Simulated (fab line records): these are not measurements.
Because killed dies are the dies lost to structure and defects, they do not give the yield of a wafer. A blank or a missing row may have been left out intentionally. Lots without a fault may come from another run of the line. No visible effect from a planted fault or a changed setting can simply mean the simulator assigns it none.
Matching of chambers / flow nandHarc / 4 sister chambers for NHARC_P_STI_CMP_21 on cmp-01
The step polishes, t overpolish 20 s, target thk 380.67 nm. 18 wafers are shown with their chamber, then 9 later ones without.

## WAFERS, EACH WITH ITS CHAMBER
wafer=L077.3; chamber=2; motorCurrentA (A)=12.4; overpolishRunS (s)=20.012
wafer=L077.5; chamber=1; motorCurrentA (A)=11.0; overpolishRunS (s)=19.993
wafer=L077.6; chamber=0; motorCurrentA (A)=12.1; overpolishRunS (s)=20.011
wafer=L079.2; chamber=3; motorCurrentA (A)=13.0; overpolishRunS (s)=19.992
wafer=L079.4; chamber=0; motorCurrentA (A)=12.4; overpolishRunS (s)=19.994
wafer=L079.5; chamber=3; motorCurrentA (A)=13.6; overpolishRunS (s)=20.010
wafer=L079.1; chamber=2; motorCurrentA (A)=12.2; overpolishRunS (s)=20.009
wafer=L079.3; chamber=1; motorCurrentA (A)=10.8; overpolishRunS (s)=20.007
wafer=L079.6; chamber=0; motorCurrentA (A)=11.7; overpolishRunS (s)=20.004
wafer=L085.2; chamber=2; motorCurrentA (A)=12.0; overpolishRunS (s)=20.012
wafer=L085.5; chamber=3; motorCurrentA (A)=13.7; overpolishRunS (s)=19.988
wafer=L085.6; chamber=0; motorCurrentA (A)=12.7; overpolishRunS (s)=19.997
wafer=L088.3; chamber=2; motorCurrentA (A)=12.6; overpolishRunS (s)=20.000
wafer=L088.4; chamber=3; motorCurrentA (A)=12.5; overpolishRunS (s)=19.976
wafer=L088.5; chamber=2; motorCurrentA (A)=12.7; overpolishRunS (s)=20.001
wafer=L093.4; chamber=3; motorCurrentA (A)=13.8; overpolishRunS (s)=19.988
wafer=L093.5; chamber=0; motorCurrentA (A)=11.9; overpolishRunS (s)=20.009
wafer=L093.6; chamber=1; motorCurrentA (A)=11.1; overpolishRunS (s)=20.010

SIGNATURES, as means of the wafers listed above
reading=motorCurrentA; chamber 0=12.160; chamber 1=10.967; chamber 2=12.380; chamber 3=13.320; scatter within a chamber=0.4
reading=overpolishRunS; chamber 0=20.00300; chamber 1=20.00333; chamber 2=20.00680; chamber 3=19.99080; scatter within a chamber=0.00897
Rule: a wafer's distance from a chamber is the root of the sum, over the readings, of the square of ((its reading less the chamber's mean) divided by the reading's scatter). The wafer belongs to the nearest chamber; if the next one is less than 2 further off, it can't be placed. The scatter: take each reading less its chamber's mean, square it, sum over the shown wafers, divide by the number of wafers less the number of chambers, and take the root.

## WAFERS MISSING THEIR CHAMBER
wafer=L094.1; motorCurrentA (A)=11.8; overpolishRunS (s)=20.006
wafer=L094.2; motorCurrentA (A)=10.9; overpolishRunS (s)=20.012
wafer=L094.3; motorCurrentA (A)=11.4; overpolishRunS (s)=20.004
wafer=L095.1; motorCurrentA (A)=12.1; overpolishRunS (s)=20.000
wafer=L095.4; motorCurrentA (A)=11.3; overpolishRunS (s)=19.991
wafer=L095.6; motorCurrentA (A)=10.7; overpolishRunS (s)=20.001
wafer=L095.2; motorCurrentA (A)=12.5; overpolishRunS (s)=19.996
wafer=L095.3; motorCurrentA (A)=13.1; overpolishRunS (s)=19.986
wafer=L095.5; motorCurrentA (A)=12.3; overpolishRunS (s)=19.996

## EACH ONE'S CHAMBER
wafer=L094.1; from the rows above=can't be placed: 0 or 2 or 1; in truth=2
wafer=L094.2; from the rows above=1; in truth=1
wafer=L094.3; from the rows above=can't be placed: 1 or 0 or 2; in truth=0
wafer=L095.1; from the rows above=can't be placed: 0 or 2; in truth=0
wafer=L095.4; from the rows above=can't be placed: 1 or 0 or 2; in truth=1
wafer=L095.6; from the rows above=1; in truth=1
wafer=L095.2; from the rows above=can't be placed: 0 or 2 or 3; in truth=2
wafer=L095.3; from the rows above=3; in truth=3
wafer=L095.5; from the rows above=can't be placed: 0 or 2 or 3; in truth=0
3 of 9 placed correctly. From these rows, 6 cannot be placed; in 6 the true chamber is one of the candidates. 0 placed wrongly.
